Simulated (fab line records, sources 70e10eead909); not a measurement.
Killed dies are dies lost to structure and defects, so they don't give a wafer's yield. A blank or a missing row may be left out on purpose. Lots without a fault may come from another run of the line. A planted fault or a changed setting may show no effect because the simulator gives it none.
Chamber matching | flow nand_harc | NHARC_A_WL_FILL_ALD_19 on ald_metal-01: 4 sister chambers
The step deposits TiN, target thk 2 nm, pulse time 3 s, ald cycles 100. 8 wafers are shown with their chamber, then 9 later ones without.

WAFERS WITH THEIR CHAMBER
wafer  | chamber | heater_power_w (W) | precursor_pulse_height_rel
L076.1 | 3       | 1199               | 1.038
L083.5 | 1       | 1234               | 1.009
L084.1 | 0       | 1024               | 1.006
L084.2 | 3       | 1188               | 1.036
L084.4 | 2       | 978                | 0.975
L088.1 | 1       | 1176               | 0.990
L088.2 | 0       | 995                | 0.993
L088.3 | 2       | 978                | 1.003

WAFERS WITHOUT THEIR CHAMBER
wafer  | heater_power_w (W) | precursor_pulse_height_rel
L087.3 | 1203               | 1.023
L087.5 | 1132               | 1.031
L087.6 | 1000               | 1.012
L091.2 | 983                | 1.004
L091.5 | 1009               | 1.011
L091.6 | 1219               | 0.994
L097.1 | 1021               | 1.006
L097.4 | 1166               | 0.991
L097.5 | 1176               | 1.028

WHICH CHAMBER EACH WENT THROUGH
wafer  | from the rows above     | in truth
L087.3 | can't be placed: 3 or 1 | 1
L087.5 | can't be placed: 3 or 1 | 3
L087.6 | can't be placed: 0 or 2 | 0
L091.2 | can't be placed: 2 or 0 | 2
L091.5 | can't be placed: 0 or 2 | 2
L091.6 | 1                       | 1
L097.1 | can't be placed: 0 or 2 | 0
L097.4 | can't be placed: 1 or 3 | 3
L097.5 | can't be placed: 3 or 1 | 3
Placed correctly: 1 of 9. Can't be placed from these rows: 8 (the true chamber is among the candidates in 8). Placed wrongly: 0.
How it was worked out, from the rows above alone: a wafer's distance from a chamber is the root of the sum, over the readings, of the square of ((its reading less the chamber's mean) divided by the reading's scatter). The wafer belongs to the nearest chamber; if the next one is less than 2 further off, it can't be placed. A chamber's mean is the mean of its shown wafers. The scatter: the root of (the sum of the squares of (reading less its chamber's mean) over the shown wafers, divided by (wafers less chambers)).
